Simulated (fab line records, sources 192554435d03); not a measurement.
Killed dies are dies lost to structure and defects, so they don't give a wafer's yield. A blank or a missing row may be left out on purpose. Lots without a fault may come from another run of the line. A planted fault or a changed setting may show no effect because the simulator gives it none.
fab line records | flow n5_finfet
record lots=24 wafers=72 last_day=18
route steps=1938 shown GATE_CUT@504 MOL_CONTACT_COAG@535 BEOL_M0_SAQP@651
lots that met no fault: from a run of the same line without faults
start_h: hours from the record's first day to the start of the lot's first wafer shown | wait_h: hours since the lot's step before | " the same as in the row above | L1.1+2: a row that stands for several wafers | - no value, or no start given | * or withheld: withheld | < > ~ a bound
route shown NAME@n: a module of which the file shows steps, and the number in the route of the first | usual: mean/standard deviation of fault-free wafers | same: alike in all rows | chamber/n: place in a boat | sites: the reading at each site | _std_site: their standard deviation | _edge_site: outer sites' mean less inner sites' | radius_mm: how far each site lies from the wafer's centre | mask NAME#n: copy n | behind: the tool/chamber that last shaped the wafer | hold: why the lot was held/for how many hours/how that ended | device: the transistor (n, p or np) that didn't switch | end of line: the same wafers' tests at the end of the route | a step without rows: its recipe alone | killed: dies lost to structure and defects at the first sort, not the wafer's yield | map: a wafer's dies, x killed, . not, _ none there
set.NAME: the setting as run; set.NAME@STEP: as run at that earlier step | model.NAME: the simulator's own value behind a step, which no gauge read
steps of the route over a sample of lots; a table a step, a row a wafer
services: from which hour (start_h, from the record's first day; less than 0 if before it) a tool's chamber was out of use, for how many hours, and why
## steps
# step N5_GATE_CUT_VAPOR_ETCH_48
# recipe chemistry=BCl3/Cl2 target=TiN mode=isotropic
# usual drypump_motor_current_A=5.8/0.33 oes_product_au=0.78/0.11
# columns lot.wafer tool chamber start_h wait_h drypump_motor_current_A oes_product_au
L074.1 rie_metal-02 0 84.61 0.0 6.2 0.86
L074.4 " 1 " " 6.2 0.60
L074.5 " 1 " " 6.2 0.60
L075.2 rie_metal-01 0 89.21 0.0 5.5 0.93
L075.4 " 1 " " 5.4 0.66
L075.6 " 1 " " 5.4 0.66
L076.1 rie_metal-01 1 96.24 0.0 5.3 0.65
L076.2 " 0 " " 5.5 0.93
L076.4 " 1 " " 5.4 0.66
L077.1 rie_metal-03 1 102.39 0.0 5.8 0.82
L077.2 " 0 " " 6.1 0.66
L077.5 " 0 " " 6.1 0.66
L078.2 rie_metal-02 0 113.12 0.1 6.1 0.83
L078.4 " 0 " " 6.1 0.83
L078.6 " 0 " " 6.1 0.84
L079.3 rie_metal-02 0 116.99 0.1 6.2 0.83
L079.4 " 0 " " 6.2 0.83
L079.6 " 0 " " 6.2 0.82
L080.3 rie_metal-02 0 124.99 0.0 6.1 0.83
L080.5 " 0 " " 6.2 0.83
L080.6 " 1 " " 6.2 0.99
L081.2 rie_metal-01 1 129.99 0.0 5.3 0.65
L081.3 " 0 " " 5.6 0.93
L081.4 " 1 " " 5.3 0.65
L082.2 rie_metal-01 0 136.47 0.0 5.6 0.92
L082.4 " 0 " " 5.5 0.91
L082.6 " 1 " " 5.4 0.65
L083.1 rie_metal-02 0 139.16 0.0 6.2 0.83
L083.2 " 1 " " 6.2 0.97
L083.3 " 1 " " 6.2 0.98
L084.2 rie_metal-03 0 148.42 0.0 6.1 0.66
L084.4 " 0 " " 6.1 0.66
L084.5 " 1 " " 5.8 0.79
L085.1 rie_metal-01 0 155.33 0.0 5.6 0.91
L085.3 " 0 " " 5.5 0.91
L085.5 " 0 " " 5.6 0.90
L086.2 rie_metal-03 1 161.61 0.0 5.8 0.80
L086.3 " 0 " " 6.1 0.65
L086.6 " 0 " " 6.1 0.66
L087.1 rie_metal-03 1 165.00 0.0 5.8 0.80
L087.3 " 0 " " 6.2 0.65
L087.6 " 0 " " 6.2 0.65
L088.1 rie_metal-02 0 172.43 0.0 6.2 0.82
L088.4 " 0 " " 6.2 0.81
L088.6 " 1 " " 6.2 0.94
L089.1 rie_metal-03 0 176.21 0.0 6.1 0.65
L089.5 " 0 " " 6.1 0.64
L089.6 " 1 " " 5.8 0.79
L090.1 rie_metal-02 0 180.81 0.0 6.1 0.81
L090.3 " 1 " " 6.2 0.94
L090.4 " 0 " " 6.2 0.82
L091.2 rie_metal-01 1 187.59 0.0 5.3 0.64
L091.5 " 1 " " 5.4 0.64
L091.6 " 0 " " 5.5 0.89
L092.1 rie_metal-02 1 194.55 0.0 6.2 0.93
L092.2 " 0 " " 6.2 0.81
L092.4 " 1 " " 6.2 0.93
L093.1 rie_metal-01 0 202.14 0.0 5.6 0.88
L093.3 " 1 " " 5.4 0.64
L093.4 " 0 " " 5.6 0.88
L094.1 rie_metal-03 0 203.56 0.0 6.1 0.64
L094.5 " 0 " " 6.1 0.64
L094.6 " 1 " " 5.8 0.78
L095.3 rie_metal-03 1 211.22 0.0 5.8 0.78
L095.4 " 0 " " 6.1 0.64
L095.6 " 1 " " 5.8 0.78
L096.1 rie_metal-01 1 225.39 0.0 5.4 0.64
L096.4 " 0 " " 5.6 0.88
L096.5 " 1 " " 5.4 0.64
L097.1 rie_metal-01 0 228.49 0.0 5.5 0.88
L097.3 " 0 " " 5.5 0.87
L097.5 " 1 " " 5.4 0.63
# step N5_GATE_CUT_CMP_23
# recipe stop_on=SiO2 t_overpolish_s=23.4 post_cmp_clean=alkaline_brush down_force_psi=2.5 platen_rpm=51.8 pad_velocity_m_s=1.0307 target_thk_nm=16
# usual motor_current_A=9.0/1.1 overpolish_run_s=23.400/0.0091 pad_life_wafers=945/710 platen_rpm=51.79/0.03 time_to_endpoint_s=19.0/1.9
# columns lot.wafer tool chamber start_h wait_h motor_current_A overpolish_run_s pad_life_wafers platen_rpm time_to_endpoint_s
L074.1 cmp-03 2 86.36 0.8 9.3 23.388 1344 51.79 20.5
L074.4 " 1 " " 8.0 23.398 1347 51.82 22.9
L074.5 " 2 " " 8.9 23.400 - 51.78 23.0
L075.2 cmp-01 0 91.00 0.8 9.2 23.381 319 51.79 20.6
L075.4 " 1 " " 8.6 23.419 320 51.73 19.3
L075.6 " 0 " " 8.8 23.397 - 51.81 20.9
L076.1 cmp-01 3 98.01 0.8 8.2 23.411 396 51.80 18.5
L076.4 " 0 " " 9.3 23.404 397 51.75 20.5
L076.2 " 1 " " 8.6 23.402 398 51.84 19.1
L077.1 cmp-03 2 104.15 0.8 8.9 23.397 1440 51.78 24.0
L077.2 " 3 " " 10.6 23.411 1441 51.82 18.7
L077.5 " 3 " " 10.4 23.410 - 51.83 18.8
L078.4 cmp-01 1 115.36 0.8 9.2 23.400 541 51.76 17.3
L078.2 " 2 " " 8.3 23.398 542 51.81 18.9
L078.6 " 1 " " 8.2 23.416 - 51.82 18.8
L079.4 cmp-04 1 118.90 0.8 7.9 23.402 1988 51.79 19.2
L079.3 " 2 " " 8.9 23.388 1989 51.84 21.0
L079.6 " 0 " " 11.4 23.401 - 51.80 21.1
L080.3 cmp-04 2 126.79 0.8 9.6 23.400 2035 51.79 16.2
L080.6 " 1 " " 7.9 23.400 - 51.80 19.1
L080.5 " 2 " " 9.3 23.391 - 51.76 16.6
L081.4 cmp-04 3 131.79 0.8 7.6 23.409 2077 51.82 18.3
L081.2 " 0 " " 11.4 23.413 2078 51.81 20.0
L081.3 " 1 " " 7.8 23.393 2079 51.72 17.9
L082.4 cmp-03 3 138.58 0.8 11.3 23.389 1710 51.76 15.8
L082.2 " 0 " " 9.7 23.406 1711 51.83 16.8
L082.6 " 3 " " 11.1 23.392 - 51.78 17.0
L083.2 cmp-04 2 140.92 0.8 9.2 23.404 24 51.82 16.9
L083.1 " 0 " " 11.9 23.401 26 51.76 19.3
L083.3 " 1 " " 7.7 23.395 27 51.75 17.8
L084.2 cmp-03 3 150.80 0.8 10.2 23.401 1813 51.78 17.3
L084.4 " 0 " " 10.1 23.412 1814 51.83 19.1
L084.5 " 3 " " 11.2 23.401 - 51.82 19.7
L085.3 cmp-04 0 157.67 0.8 10.9 23.395 163 51.81 18.3
L085.1 " 2 " " 8.6 23.391 165 51.81 17.8
L085.5 " 0 " " 12.0 23.395 - 51.82 17.4
L086.2 cmp-04 0 163.43 0.8 11.0 23.407 205 51.78 21.2
L086.3 " 2 " " 9.5 23.395 207 51.81 22.2
L086.6 " 0 " " 11.6 23.404 - 51.79 21.3
L087.3 cmp-03 0 166.76 0.8 9.5 23.393 1962 51.75 15.6
L087.1 " 2 " " 8.4 23.391 1964 51.77 17.9
L087.6 " 1 " " 8.3 23.405 - 51.82 16.8
L088.1 cmp-01 1 174.72 0.8 8.4 23.394 967 51.81 15.0
L088.4 " 3 " " 7.6 23.404 969 51.76 18.6
L088.6 " 0 " " 9.1 23.395 - 51.76 19.1
L089.1 cmp-01 2 177.97 0.8 8.4 23.398 1002 51.75 20.5
L089.6 " 2 " " 8.7 23.391 - 51.77 20.4
L089.5 " 3 " " 7.9 23.411 - 51.81 19.4
L090.4 cmp-03 0 182.57 0.8 10.0 23.413 24 51.79 16.1
L090.1 " 1 " " 8.1 23.402 25 51.80 19.3
L090.3 " 2 " " 8.5 23.409 26 51.79 17.7
L091.2 cmp-04 3 190.97 0.8 8.1 23.388 444 51.81 18.6
L091.6 " 3 " " 7.4 23.406 - 51.77 20.3
L091.5 " 0 " " 11.2 23.410 - 51.76 19.7
L092.2 cmp-03 0 196.34 0.8 9.3 23.393 127 51.79 15.7
L092.1 " 1 " " 7.7 23.397 128 51.82 19.4
L092.4 " 2 " " 9.0 23.398 129 51.75 18.4
L093.4 cmp-01 2 203.93 0.8 8.5 23.381 1219 51.76 15.8
L093.3 " 3 " " 8.1 23.392 1220 51.79 21.7
L093.1 " 0 " " 9.0 23.406 1221 51.77 17.5
L094.1 cmp-03 2 205.38 0.8 8.6 23.404 222 51.77 13.9
L094.6 " 2 " " 9.0 23.390 - 51.82 16.0
L094.5 " 3 " " 11.0 23.414 - 51.81 15.1
L095.3 cmp-04 3 213.02 0.8 7.8 23.381 547 51.85 21.4
L095.4 " 0 " " 10.4 23.402 548 51.82 21.4
L095.6 " 2 " " 9.5 23.408 - 51.82 22.6
L096.4 cmp-04 2 227.48 0.8 9.5 23.399 666 51.79 20.2
L096.1 " 1 " " 7.2 23.417 669 51.77 21.2
L096.5 " 3 " " 8.0 23.398 - 51.85 16.9
L097.3 cmp-01 2 230.25 0.8 8.6 23.382 1416 51.78 17.7
L097.1 " 3 " " 8.4 23.410 1417 51.77 21.0
L097.5 " 3 " " 8.1 23.400 - 51.80 19.6
# step N5_MOL_CONTACT_COAG_CONTACT_ETCH_14
# recipe chemistry=C4F6/O2 target=SiO2 target_depth_a=275 overetch_a=85 mask_material=SOC pressure_mtorr=30 source_w=370 bias_w=185 Ar_flow_sccm=300 C4F6_flow_sccm=16 O2_flow_sccm=10 time_s=20 ion_energy_ev=259.6
# usual C4F6_flow_sccm=16.00/0.046 drypump_motor_current_A=5.6/0.41 oes_product_au=0.68/0.076 rf_vpp_V=693/3.3 showerhead_plenum_p_Torr=2.90/0.096 throttle_valve_pct=21.32/0.27
# columns lot.wafer tool chamber start_h wait_h C4F6_flow_sccm drypump_motor_current_A oes_product_au rf_hours_counter_h rf_vpp_V showerhead_plenum_p_Torr throttle_valve_pct
L074.1 rie_diel-05 1 88.00 0.0 16.00 6.1 0.57 249 695 2.94 21.29
L074.4 " 2 " " 15.99 5.6 0.77 - 691 2.81 21.41
L074.5 " 1 " " 16.06 6.1 0.58 - 695 2.94 21.29
L075.2 rie_diel-05 0 92.66 0.0 15.90 5.5 0.79 8 691 2.83 20.98
L075.4 " 0 " " 16.08 5.5 0.79 - 691 2.83 20.99
L075.6 " 1 " " 16.02 6.1 0.58 - 694 2.94 21.29
L076.1 rie_diel-05 0 99.77 0.0 16.02 5.5 0.78 12 693 2.83 20.98
L076.2 " 1 " " 15.97 6.1 0.57 254 696 2.94 21.30
L076.4 " 2 " " 15.99 5.6 0.76 - 691 2.81 21.44
L077.1 rie_diel-01 3 105.79 0.0 16.02 5.4 0.70 72 690 2.80 20.87
L077.2 " 1 " " 16.00 5.7 0.60 199 693 2.87 21.39
L077.5 " 1 " " 15.97 5.7 0.61 - 691 2.87 21.41
L078.2 rie_diel-05 3 117.04 0.0 15.96 4.9 0.80 4 698 3.07 21.09
L078.4 " 0 " " 16.01 5.5 0.77 - 691 2.83 20.99
L078.6 " 3 " " 16.03 5.0 0.80 - 699 3.07 21.11
L079.3 rie_diel-06 3 120.79 0.0 15.94 5.7 0.60 217 696 2.97 21.67
L079.4 " 1 " " 16.03 6.3 0.76 21 698 3.07 21.36
L079.6 " 2 " " 16.03 5.8 0.62 - 692 2.86 21.43
L080.3 rie_diel-05 1 128.39 0.0 16.01 6.1 0.84 0 696 2.94 20.90
L080.5 " 0 " " 15.99 5.5 0.76 - 691 2.83 21.02
L080.6 " 3 " " 16.01 5.0 0.78 - 699 3.06 21.10
L081.2 rie_diel-05 0 133.55 0.0 15.96 5.5 0.76 23 691 2.83 21.01
L081.3 " 2 " " 16.01 5.7 0.74 52 692 2.81 21.45
L081.4 " 3 " " 16.03 5.0 0.78 12 697 3.06 21.12
L082.2 rie_diel-06 1 140.35 0.0 16.05 6.2 0.76 28 698 3.06 21.38
L082.4 " 2 " " 16.00 5.8 0.62 200 692 2.86 21.46
L082.6 " 2 " " 16.06 5.8 0.62 - 692 2.86 21.44
L083.1 rie_diel-01 1 142.56 0.0 15.93 5.6 0.60 212 690 2.86 21.42
L083.2 " 3 " " 15.99 5.4 0.69 85 690 2.80 20.90
L083.3 " 2 " " 16.00 5.3 0.67 103 690 2.78 21.00
L084.2 rie_diel-06 3 152.93 0.0 15.96 5.7 0.59 228 696 2.96 21.70
L084.4 " 2 " " 16.06 5.8 0.62 - 691 2.86 21.46
L084.5 " 1 " " 16.06 6.3 0.76 - 697 3.06 21.41
L085.1 rie_diel-01 3 159.27 0.0 16.07 5.4 0.70 90 690 2.80 20.89
L085.3 " 0 " " 16.04 6.2 0.61 219 693 2.86 21.70
L085.5 " 2 " " 16.03 5.3 0.67 - 690 2.77 21.02
L086.2 rie_diel-01 3 165.17 0.0 16.07 5.3 0.69 92 691 2.79 20.90
L086.3 " 2 " " 16.07 5.3 0.67 111 689 2.77 21.00
L086.6 " 1 " " 16.03 5.7 0.59 - 691 2.86 21.44
L087.1 rie_diel-06 1 168.49 0.0 15.99 6.2 0.74 38 699 3.06 21.39
L087.3 " 2 " " 16.06 5.8 0.61 210 691 2.85 21.47
L087.6 " 3 " " 15.96 5.7 0.59 - 696 2.96 21.71
L088.1 rie_diel-06 2 176.33 0.0 15.97 5.8 0.61 213 692 2.85 21.48
L088.4 " 3 " " 16.01 5.7 0.59 236 694 2.96 21.71
L088.6 " 1 " " 16.06 6.3 0.74 - 698 3.06 21.39
L089.1 rie_diel-05 0 179.61 0.0 15.97 5.5 0.75 38 690 2.82 21.02
L089.5 " 1 " " 15.97 6.1 0.77 - 695 2.93 20.93
L089.6 " 0 " " 16.05 5.5 0.74 - 690 2.82 21.02
L090.1 rie_diel-06 3 184.21 0.0 16.00 5.7 0.58 239 695 2.96 21.72
L090.3 " 1 " " 15.97 6.2 0.73 43 699 3.06 21.40
L090.4 " 2 " " 15.97 5.8 0.61 216 692 2.85 21.46
L091.2 rie_diel-06 0 192.85 0.0 16.03 4.8 0.71 65 697 3.03 21.42
L091.5 " 3 " " 16.02 5.7 0.58 - 694 2.96 21.71
L091.6 " 2 " " 15.94 5.8 0.61 - 692 2.85 21.47
L092.1 rie_diel-01 1 197.94 0.0 15.98 5.6 0.59 232 690 2.85 21.45
L092.2 " 0 " " 16.01 6.2 0.59 233 691 2.85 21.72
L092.4 " 3 " " 15.98 5.3 0.69 103 690 2.79 20.91
L093.1 rie_diel-06 2 205.58 0.0 16.03 5.8 0.61 220 691 2.85 21.47
L093.3 " 3 " " 15.97 5.7 0.58 246 696 2.95 21.73
L093.4 " 0 " " 16.02 4.8 0.71 70 698 3.03 21.41
L094.1 rie_diel-01 3 207.15 0.0 16.03 5.4 0.68 106 689 2.79 20.91
L094.5 " 0 " " 15.95 6.2 0.59 - 690 2.85 21.73
L094.6 " 1 " " 15.99 5.7 0.59 - 692 2.85 21.46
L095.3 rie_diel-05 0 214.62 0.0 16.02 5.5 0.72 49 690 2.81 21.05
L095.4 " 1 " " 15.93 6.1 0.75 30 696 2.92 20.93
L095.6 " 0 " " 15.99 5.5 0.72 - 690 2.81 21.04
L096.1 rie_diel-01 0 229.25 0.0 16.09 6.2 0.58 243 692 2.85 21.75
L096.4 " 2 " " 15.94 5.3 0.65 132 689 2.76 21.04
L096.5 " 3 " " 16.11 5.3 0.67 - 689 2.78 20.92
L097.1 rie_diel-06 2 231.89 0.0 15.97 5.8 0.60 231 691 2.84 21.49
L097.3 " 0 " " 15.99 4.8 0.70 80 699 3.02 21.44
L097.5 " 1 " " 16.00 6.2 0.72 - 699 3.05 21.43
# step N5_MOL_CONTACT_COAG_ETCH_90
# recipe chemistry=CF4 target=SiARC target_depth_a=130 mask_material=CAR-EUV time_s=21.7 ion_energy_ev=80 pressure_mtorr=40 source_w=545 bias_w=36 Ar_flow_sccm=100 cf4_flow_sccm=100 ends=cleared
# usual drypump_motor_current_A=5.6/0.43 etch_rf_on_time_s=21.5/0.32 oes_product_au=0.71/0.075 rf_vpp_V=184.3/1.2 showerhead_plenum_p_Torr=2.16/0.072 throttle_valve_pct=15.59/0.28
# columns lot.wafer tool chamber start_h wait_h drypump_motor_current_A etch_rf_on_time_s oes_product_au rf_hours_counter_h rf_vpp_V showerhead_plenum_p_Torr throttle_valve_pct
L074.1 rie_diel-01 2 96.20 0.0 5.3 21.4 0.69 88 184.2 2.08 15.38
L074.4 " 1 " " 5.6 21.8 0.61 196 185.2 2.13 15.75
L074.5 " 3 " " 5.3 21.8 0.72 - 182.1 2.08 15.18
L075.2 rie_diel-01 3 101.60 0.0 5.4 21.7 0.71 71 183.7 2.08 15.17
L075.4 " 2 " " 5.3 21.3 0.69 90 182.2 2.08 15.38
L075.6 " 0 " " 6.2 22.0 0.60 - 185.1 2.13 16.00
L076.1 rie_diel-01 1 110.88 0.0 5.6 22.0 0.60 201 183.7 2.13 15.75
L076.2 " 3 " " 5.4 22.0 0.70 74 185.0 2.08 15.18
L076.4 " 2 " " 5.3 21.6 0.68 93 182.4 2.08 15.37
L077.1 rie_diel-05 3 118.32 0.0 5.0 21.3 0.82 5 185.1 2.28 15.37
L077.2 " 2 " " 5.6 20.9 0.77 45 183.3 2.09 15.72
L077.5 " 0 " " 5.5 21.5 0.77 - 182.3 2.11 15.31
L078.2 rie_diel-05 1 128.03 0.0 6.1 21.1 0.86 0 185.4 2.19 15.21
L078.4 " 2 " " 5.6 20.9 0.76 50 183.4 2.09 15.73
L078.6 " 1 " " 6.1 21.2 0.86 - 183.3 2.19 15.23
L079.3 rie_diel-05 3 130.91 0.0 5.0 21.2 0.79 11 183.9 2.27 15.39
L079.4 " 1 " " 6.1 21.2 0.85 1 183.4 2.19 15.22
L079.6 " 2 " " 5.7 20.9 0.76 - 184.4 2.09 15.75
L080.3 rie_diel-05 0 137.44 0.0 5.5 21.6 0.76 24 184.2 2.11 15.31
L080.5 " 1 " " 6.1 21.0 0.84 - 184.1 2.19 15.24
L080.6 " 2 " " 5.6 21.0 0.75 - 183.5 2.09 15.75
L081.2 rie_diel-06 3 143.79 0.0 5.7 21.7 0.60 224 186.1 2.21 16.06
L081.3 " 2 " " 5.8 21.6 0.62 201 184.9 2.13 15.85
L081.4 " 1 " " 6.2 21.5 0.77 29 184.5 2.27 15.58
L082.2 rie_diel-06 2 150.42 0.0 5.8 21.9 0.61 203 184.3 2.13 15.87
L082.4 " 3 " " 5.7 22.0 0.59 - 184.2 2.21 16.05
L082.6 " 1 " " 6.2 21.8 0.75 - 185.6 2.27 15.61
L083.1 rie_diel-05 1 151.17 0.0 6.1 21.2 0.80 9 185.0 2.19 15.25
L083.2 " 0 " " 5.5 21.4 0.76 29 183.8 2.10 15.31
L083.3 " 2 " " 5.6 20.8 0.76 58 182.9 2.08 15.75
L084.2 rie_diel-06 0 161.65 0.0 4.8 21.3 0.74 55 186.3 2.26 15.69
L084.4 " 2 " " 5.8 21.5 0.61 208 183.8 2.13 15.87
L084.5 " 2 " " 5.8 21.7 0.61 - 183.3 2.13 15.85
L085.1 rie_diel-01 2 168.17 0.0 5.3 20.9 0.68 112 183.9 2.07 15.41
L085.3 " 1 " " 5.6 21.5 0.60 221 184.1 2.12 15.79
L085.5 " 3 " " 5.3 21.5 0.69 - 184.4 2.07 15.21
L086.2 rie_diel-05 0 176.41 0.0 5.5 21.8 0.74 37 182.9 2.10 15.35
L086.3 " 3 " " 4.9 21.5 0.76 26 185.6 2.27 15.43
L086.6 " 0 " " 5.5 21.9 0.74 - 182.9 2.10 15.35
L087.1 rie_diel-06 2 179.11 0.0 5.8 21.8 0.61 214 183.7 2.12 15.87
L087.3 " 0 " " 4.8 21.3 0.73 61 185.3 2.25 15.71
L087.6 " 2 " " 5.8 21.8 0.61 - 183.4 2.12 15.89
L088.1 rie_diel-05 2 187.43 0.0 5.7 21.0 0.74 72 183.4 2.08 15.78
L088.4 " 0 " " 5.5 21.7 0.73 41 184.1 2.10 15.35
L088.6 " 1 " " 6.1 21.1 0.78 - 183.7 2.18 15.28
L089.1 rie_diel-06 0 192.08 0.0 4.8 21.3 0.73 65 185.8 2.25 15.71
L089.5 " 2 " " 5.8 21.6 0.61 - 185.5 2.12 15.87
L089.6 " 3 " " 5.7 21.8 0.58 - 184.1 2.20 16.09
L090.1 rie_diel-05 3 196.01 0.0 4.9 21.6 0.74 33 186.1 2.27 15.44
L090.3 " 2 " " 5.6 21.1 0.74 75 183.7 2.08 15.78
L090.4 " 0 " " 5.5 22.0 0.73 43 184.5 2.10 15.35
L091.2 rie_diel-06 1 202.82 0.0 6.2 21.5 0.73 48 185.1 2.26 15.62
L091.5 " 1 " " 6.2 21.6 0.73 - 186.9 2.26 15.63
L091.6 " 2 " " 5.8 21.8 0.60 - 185.4 2.12 15.87
L092.1 rie_diel-06 3 208.09 0.0 5.6 21.8 0.59 247 185.6 2.20 16.10
L092.2 " 2 " " 5.8 22.0 0.61 221 183.9 2.12 15.90
L092.4 " 0 " " 4.8 21.4 0.72 70 185.4 2.25 15.73
L093.1 rie_diel-01 3 214.79 0.0 5.3 21.8 0.67 108 184.0 2.07 15.24
L093.3 " 1 " " 5.7 22.0 0.58 237 182.0 2.12 15.83
L093.4 " 2 " " 5.2 21.6 0.65 127 183.7 2.07 15.44
L094.1 rie_diel-05 0 218.03 0.0 5.5 21.8 0.72 51 182.4 2.10 15.37
L094.5 " 0 " " 5.5 21.7 0.73 - 182.1 2.10 15.38
L094.6 " 1 " " 6.1 21.1 0.77 - 183.8 2.18 15.31
L095.3 rie_diel-05 2 225.28 0.0 5.6 21.0 0.73 85 182.6 2.08 15.82
L095.4 " 3 " " 5.0 21.4 0.74 44 185.8 2.26 15.45
L095.6 " 1 " " 6.1 21.0 0.77 - 185.4 2.18 15.30
L096.1 rie_diel-01 2 237.56 0.0 5.3 21.5 0.65 135 182.4 2.06 15.46
L096.4 " 3 " " 5.4 22.0 0.67 117 182.8 2.06 15.26
L096.5 " 3 " " 5.3 21.9 0.67 - 183.3 2.06 15.26
L097.1 rie_diel-06 1 246.22 0.0 6.2 21.9 0.71 65 184.9 2.26 15.66
L097.3 " 0 " " 4.8 21.7 0.70 86 185.3 2.25 15.75
L097.5 " 0 " " 4.8 21.5 0.71 - 184.8 2.25 15.74
# step N5_MOL_CONTACT_COAG_INSPECT_42
# recipe mode=adi inspect_instrument=brightfield
# usual raw_defect_count=209/84
# columns lot.wafer tool chamber start_h wait_h raw_defect_count
L074.1 defect_inspect-02 - 97.41 0.1 150
L074.4 " - " " 132
L074.5 " - " " 212
L075.2 defect_inspect-02 - 102.76 0.0 148
L075.4 " - " " 182
L075.6 " - " " 123
L076.1 defect_inspect-01 - 112.05 0.1 165
L076.2 " - " " 201
L076.4 " - " " 238
L077.1 defect_inspect-01 - 119.60 0.1 366
L077.2 " - " " 433
L077.5 " - " " 309
L078.2 defect_inspect-01 - 129.32 0.0 202
L078.4 " - " " 200
L078.6 " - " " 253
L079.3 defect_inspect-01 - 132.30 0.0 105
L079.4 " - " " 138
L079.6 " - " " 235
L080.3 defect_inspect-01 - 138.79 0.0 207
L080.5 " - " " 132
L080.6 " - " " 162
L081.2 defect_inspect-01 - 145.43 0.0 196
L081.3 " - " " 201
L081.4 " - " " 156
L082.2 defect_inspect-02 - 151.65 0.0 249
L082.4 " - " " 198
L082.6 " - " " 213
L083.1 defect_inspect-01 - 152.36 0.1 152
L083.2 " - " " 246
L083.3 " - " " 196
L084.2 defect_inspect-02 - 162.81 0.0 201
L084.4 " - " " 207
L084.5 " - " " 175
L085.1 defect_inspect-01 - 170.12 0.1 208
L085.3 " - " " 207
L085.5 " - " " 177
L086.2 defect_inspect-01 - 177.65 0.0 125
L086.3 " - " " 149
L086.6 " - " " 154
L087.1 defect_inspect-01 - 180.28 0.1 168
L087.3 " - " " 228
L087.6 " - " " 176
L088.1 defect_inspect-01 - 188.83 0.1 150
L088.4 " - " " 234
L088.6 " - " " 167
L089.1 defect_inspect-01 - 193.24 0.1 642
L089.5 " - " " 488
L089.6 " - " " 480
L090.1 defect_inspect-01 - 197.32 0.1 328
L090.3 " - " " 142
L090.4 " - " " 207
L091.2 defect_inspect-02 - 204.11 0.0 172
L091.5 " - " " 192
L091.6 " - " " 180
L092.1 defect_inspect-01 - 210.80 0.1 291
L092.2 " - " " 273
L092.4 " - " " 260
L093.1 defect_inspect-02 - 216.08 0.1 179
L093.3 " - " " 203
L093.4 " - " " 262
L094.1 defect_inspect-02 - 219.31 0.1 187
L094.5 " - " " 133
L094.6 " - " " 135
L095.3 defect_inspect-02 - 226.60 0.0 182
L095.4 " - " " 183
L095.6 " - " " 194
L096.1 defect_inspect-01 - 238.99 0.1 137
L096.4 " - " " 179
L096.5 " - " " 205
L097.1 defect_inspect-02 - 247.83 0.1 260
L097.3 " - " " 217
L097.5 " - " " 201
# step N5_BEOL_M0_SAQP_INSPECT_16
# recipe mode=adi inspect_instrument=brightfield
# usual raw_defect_count=483/130
# columns lot.wafer tool chamber start_h wait_h raw_defect_count
L074.1 defect_inspect-02 - 106.35 0.0 448
L074.4 " - " " 557
L074.5 " - " " 465
L075.2 defect_inspect-01 - 109.89 0.0 389
L075.4 " - " " 536
L075.6 " - " " 581
L076.1 defect_inspect-01 - 120.00 0.0 588
L076.2 " - " " 295
L076.4 " - " " 353
L077.1 defect_inspect-02 - 125.44 0.0 342
L077.2 " - " " 301
L077.5 " - " " 364
L078.2 defect_inspect-01 - 136.04 0.0 506
L078.4 " - " " 612
L078.6 " - " " 685
L079.3 defect_inspect-01 - 140.71 0.0 623
L079.4 " - " " 482
L079.6 " - " " 670
L080.3 defect_inspect-02 - 145.20 0.0 798
L080.5 " - " " 364
L080.6 " - " " 551
L081.2 defect_inspect-02 - 152.20 0.0 761
L081.3 " - " " 521
L081.4 " - " " 468
L082.2 defect_inspect-02 - 157.83 0.0 609
L082.4 " - " " 364
L082.6 " - " " 430
L083.1 defect_inspect-01 - 161.25 0.0 369
L083.2 " - " " 418
L083.3 " - " " 460
L084.2 defect_inspect-02 - 171.01 0.0 543
L084.4 " - " " 676
L084.5 " - " " 703
L085.1 defect_inspect-01 - 175.93 0.0 502
L085.3 " - " " 496
L085.5 " - " " 334
L086.2 defect_inspect-02 - 184.04 0.0 344
L086.3 " - " " 360
L086.6 " - " " 388
L087.1 defect_inspect-02 - 188.54 0.0 394
L087.3 " - " " 594
L087.6 " - " " 404
L088.1 defect_inspect-01 - 199.81 0.0 378
L088.4 " - " " 349
L088.6 " - " " 425
L089.1 defect_inspect-02 - 199.85 0.0 376
L089.5 " - " " 655
L089.6 " - " " 383
L090.1 defect_inspect-02 - 204.78 0.0 337
L090.3 " - " " 441
L090.4 " - " " 351
L091.2 defect_inspect-01 - 210.50 0.0 618
L091.5 " - " " 406
L091.6 " - " " 457
L092.1 defect_inspect-02 - 217.68 0.0 505
L092.2 " - " " 436
L092.4 " - " " 510
L093.1 defect_inspect-01 - 222.03 0.0 317
L093.3 " - " " 435
L093.4 " - " " 317
L094.1 defect_inspect-01 - 225.99 0.0 679
L094.5 " - " " 505
L094.6 " - " " 756
L095.3 defect_inspect-01 - 232.71 0.0 422
L095.4 " - " " 457
L095.6 " - " " 318
L096.1 defect_inspect-02 - 247.03 0.0 640
L096.4 " - " " 421
L096.5 " - " " 497
L097.1 defect_inspect-01 - 257.49 0.0 483
L097.3 " - " " 314
L097.5 " - " " 394
## services
# columns tool chamber start_h hours kind
cmp-01 - 68.57 1.2 repair
rie_diel-05 3 77.97 4.6 repair
rie_diel-05 3 82.67 - clean
rie_diel-05 3 82.67 - consumable_replace:focus_ring
rie_diel-05 3 82.67 - consumable_replace:showerhead
rie_diel-05 3 82.67 23.6 scheduled_down
cmp-03 - 87.60 6.7 repair
cmp-04 - 100.54 4.1 pm
cmp-04 - 106.85 0.5 repair
rie_metal-01 - 114.66 2.8 pm
rie_metal-03 0 129.62 17.6 repair
cmp-04 - 134.00 4.0 pm
rie_metal-01 - 146.51 1.7 repair
cmp-01 - 148.41 7.1 pm
rie_diel-06 0 149.96 9.6 repair
cmp-03 - 158.01 2.5 repair
cmp-03 - 175.35 4.0 pm
rie_diel-06 - 186.01 2.8 pm
rie_diel-06 2 193.07 5.0 repair
cmp-04 - 203.01 6.4 repair
cmp-01 - 212.81 3.1 repair
rie_metal-03 - 220.80 1.4 pm
cmp-01 - 230.95 9.8 pm
cmp-03 - 244.11 0.9 repair
## key
fault none
